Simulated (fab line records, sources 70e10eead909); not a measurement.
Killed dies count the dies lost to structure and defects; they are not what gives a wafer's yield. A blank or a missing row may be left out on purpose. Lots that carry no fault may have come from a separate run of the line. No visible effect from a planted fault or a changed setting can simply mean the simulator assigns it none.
What tool caused it? -- flow nand_harc -- Sampling: 6 lots, 18 wafers, 3 of 1302 route steps

WHAT THE GAUGES READ, wafer by wafer
NHARC_P_M2_THK_MEAS_24: measures by xrf.
lot,measured,on,thk_nm (nm)
L970,day 7 23:28,film_metro-01,145.3 145.8 145.3
L972,day 8 17:36,film_metro-02,145.6 145.6 147.6
L975,day 9 22:04,film_metro-01,143.9 142.9 143.9
L977,day 10 23:25,film_metro-01,144.8 144.3 146.1
L984,day 13 20:57,film_metro-02,147.1 145.5 146.0
L986,day 14 17:38,film_metro-01,142.8 146.3 144.7

EACH LOT AND THE TOOL THAT RAN IT (in order: tool; ch and the chambers of the sampled wafers; start)
lot,NHARC_P_M2_PVD_20,NHARC_P_M2_CMP_23
L970,"pvd_sputter-01, day 7 23:12 or earlier","cmp-02 ch 0,2,3, day 7 23:12"
L972,"pvd_sputter-03, day 8 17:17 or earlier","cmp-02 ch 0,1,2, day 8 17:17"
L975,"pvd_sputter-03, day 9 21:46 or earlier","cmp-03 ch 0,3, day 9 21:46"
L977,"pvd_sputter-01, day 10 23:07 or earlier","cmp-01 ch 1,3, day 10 23:07"
L984,"pvd_sputter-03, day 13 20:40 or earlier","cmp-01 ch 0,2,3, day 13 20:40"
L986,"pvd_sputter-02, day 14 17:19 or earlier","cmp-03 ch 0,1, day 14 17:19"
- NHARC_P_M2_PVD_20: deposits TaN, target thk 5 nm, time 8.06 s.
- NHARC_P_M2_CMP_23: polishes, t overpolish 20 s, target thk 144.3 nm.

THE ANSWER, worked out from the rows above alone
Rule: the usual values come from the lots themselves. The widest of any qualifying gaps counts: lots, ordered by their means at a reading, are off when they make up no more than a third of the lots, leave a main group of 4 or more, and stand apart from it by 3 or more times the standard deviation of that group's means. If all means in a main group match to the digits the tables above print for the reading, that group is not used. A lot without any number at a reading at which 4 lots or more have one is off too. The other lots that the step has rows for count as sound.
None of the lots is off at any reading shown; this tells nothing.

WHAT THE SIMULATOR HAD PUT IN
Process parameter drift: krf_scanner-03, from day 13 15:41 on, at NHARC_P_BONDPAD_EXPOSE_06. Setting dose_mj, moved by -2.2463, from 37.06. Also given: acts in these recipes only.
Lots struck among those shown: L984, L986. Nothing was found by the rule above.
